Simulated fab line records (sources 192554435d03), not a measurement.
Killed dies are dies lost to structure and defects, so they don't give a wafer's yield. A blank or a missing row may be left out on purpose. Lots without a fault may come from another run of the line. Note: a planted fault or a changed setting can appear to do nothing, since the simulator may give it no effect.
Split-lot study ; flow n5-finfet ; on a route of 1938 steps: 7 lots, 21 wafers read

## THE SPLIT
At N5_BEOL_M5_ILD_DEP_00 (deposits SiCOH lowk from DEMS/porogen, target thk 140.64 nm, time 25.9 s), the setting time-s was moved away from the recipe's 25.9 s on 10 of the 21 wafers read, by -14.6% to +13.5%. This setting was run at the recipe's value on the other wafers.

## THE PATH FROM SPLIT TO READING: the file shows 1 step between them
- N5_BEOL_M5_CURE_79: cures SiCOH lowk, time 240 s

## THE READING
At N5_BEOL_M5_THK_MEAS_01: M5_ILD_THK, given in nm. Fault-free wafers of this fab line usually give 120.6 nm, standard deviation 1.5 nm.

wafer;tool, chamber at the split;time-s as run, s;against the recipe;M5_ILD_THK, nm;against lot-mates on the recipe
L075.1;pecvd-03, 2;22.77;-12.1%;105.1;-12.7
L075.3;pecvd-03, 0;25.9;recipe;117.8;-
L075.6;pecvd-03, 1;22.77;-12.1%;106.1;-11.7
L076.2;pecvd-01, 1;22.27;-14.0%;103.5;-18.4
L076.3;pecvd-01, 0;25.9;recipe;121.4;-
L076.6;pecvd-01, 2;25.9;recipe;122.4;-
L079.2;pecvd-02, 1;25.9;recipe;120.3;-
L079.3;pecvd-02, 2;25.9;recipe;119.8;-
L079.4;pecvd-02, 2;25.9;recipe;122.3;-
L083.1;pecvd-02, 0;29.4;+13.5%;135.1;+13.4
L083.3;pecvd-02, 2;25.9;recipe;121.7;-
L083.5;pecvd-02, 0;29.4;+13.5%;137.0;+15.3
L091.3;pecvd-02, 1;22.12;-14.6%;99.9;no lot-mate on the recipe
L091.4;pecvd-02, 0;22.12;-14.6%;102.0;no lot-mate on the recipe
L091.5;pecvd-02, 1;22.12;-14.6%;101.7;no lot-mate on the recipe
L092.4;pecvd-02, 2;22.73;-12.2%;110.2;-11.0
L092.5;pecvd-02, 1;25.9;recipe;121.8;-
L092.6;pecvd-02, 0;25.9;recipe;120.7;-
L094.2;pecvd-02, 2;25.9;recipe;121.9;-
L094.3;pecvd-02, 0;28.06;+8.3%;130.0;+8.6
L094.4;pecvd-02, 0;25.9;recipe;120.9;-

FIT RESULTS
A straight line over all 21 wafers: M5_ILD_THK changes by +1.21 nm for each +1% of time-s; r = +0.99; the points scatter about the line by 1.7 nm.
The same after taking each lot's own level away (the mean of its wafers on the recipe; 18 wafers): +1.07 nm for each +1%; r = +0.99; scatter 1.2 nm.
That fit puts the effect of the largest move of time-s on the reading at 16 nm.
The lots' own levels span 117.80 to 121.90 nm, that is 2.7 times the standard deviation above.
In other words, the slope is changed by the lot-to-lot level; the two fits disagree.
Check: with one of the wafers moved furthest among these (-14.0%) left out of the fit, the line predicts -14.1 nm for it against its lot-mates. Against them it came out at -18.4 nm.

## OTHER SPLITS ON THESE WAFERS
These wafers also went through other splits before the reading. Each is held against what the fit with the lots' levels taken away leaves over:
other split on the same wafers;wafers away from the commonest value;r with M5_ILD_THK (lot level and that fit taken away)
N5_DUMMY_GATE_ETCH_32 time-s;8;-0.58
N5_SD_EPI_P_COAT_34 spin-rpm;9;+0.17
N5_SDB_EXPOSE_08 dose-mj;6;-0.04
N5_MOL_CONTACT_COAG_ALD_133 ald-cycles;6;+0.13
N5_BEOL_M0_SAQP_COAT_105 spin-rpm;6;-0.18
N5_BEOL_M0_ETCH_138 source-w;8;-0.19
N5_BEOL_M1_ETCH_70 source-w;6;+0.01
N5_BEOL_M1_TRENCH_ETCH_37 bias-w;7;+0.16
N5_BEOL_M3_COAT_22 spin-rpm;9;+0.31

## THE WHOLE CHAIN: every reading that the file lists as answering this split, in the file's order
step;what it does;reading;change (the file's fit);r (the file's)
N5_BEOL_M5_ILD_DEP_00;deposits SiCOH lowk from DEMS/porogen, target thk 140.64 nm, time 25.9 s;SiCOH_lowk_of_BEOL_M5_ILD_DEP_00.thk-nm (the simulator's own value, which no gauge read);+1.25 nm for each +1% of the setting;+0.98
N5_BEOL_M5_CURE_79;cures SiCOH lowk, time 240 s;SiCOH_lowk_of_BEOL_M5_ILD_DEP_00.thk-nm (the simulator's own value, which no gauge read);+1.08 nm for each +1% of the setting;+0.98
N5_BEOL_M5_THK_MEAS_01;;M5_ILD_THK;+1.08 for each +1% of the setting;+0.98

## THE FILE'S OWN FIT
M5_ILD_THK changes by +1.08 nm for each +1% of time-s, r = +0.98.
